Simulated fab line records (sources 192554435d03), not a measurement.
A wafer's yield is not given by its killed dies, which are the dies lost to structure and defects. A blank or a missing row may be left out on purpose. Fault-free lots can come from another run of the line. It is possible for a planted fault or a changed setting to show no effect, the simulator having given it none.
Chamber matching -- flow n5 finfet -- 4 sister chambers for N5_BEOL_M10_STRIP_19 on rie diel-04
The step strips in O2. 8 wafers are shown with their chamber, then 8 later ones without.

WAFERS, EACH WITH ITS CHAMBER
wafer,chamber,showerhead plenum p Torr (Torr),drypump motor current A (A)
L075.2,0,1.98,6.6
L075.4,3,2.16,5.6
L076.2,2,2.14,5.8
L076.4,0,1.98,6.6
L082.1,1,2.08,5.7
L082.3,3,2.16,5.7
L082.6,1,2.08,5.7
L089.1,2,2.13,5.8

WAFERS WITH NO CHAMBER GIVEN
wafer,showerhead plenum p Torr (Torr),drypump motor current A (A)
L089.2,2.08,5.7
L089.4,2.24,6.6
L090.2,2.24,6.6
L090.3,2.15,5.7
L090.5,2.24,6.6
L091.1,2.15,5.6
L091.3,2.08,5.7
L091.6,2.15,5.7

CHAMBER TAKEN BY EACH
wafer,from the rows above,in truth
L089.2,1,1
L089.4,3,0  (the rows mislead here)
L090.2,3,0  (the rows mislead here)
L090.3,can't be placed: 3 or 2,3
L090.5,3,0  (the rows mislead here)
L091.1,3,3
L091.3,1,1
L091.6,can't be placed: 3 or 2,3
Placed correctly: 3 of 8. Unplaceable from these rows: 2, with the true chamber sitting among the candidates in 2. Wrongly placed: 3.
How it was worked out, from the rows above alone: a wafer's distance from a chamber is the root of the sum, over the readings, of the square of ((its reading less the chamber's mean) divided by the reading's scatter). If the next closest chamber is less than 2 further off than the closest, the wafer can't be placed; otherwise it belongs to the closest. Each chamber's mean is taken over the wafers shown for it. The scatter is the square root of a quotient: the sum, over the shown wafers, of each reading's squared deviation from its chamber's mean, divided by wafers minus chambers.
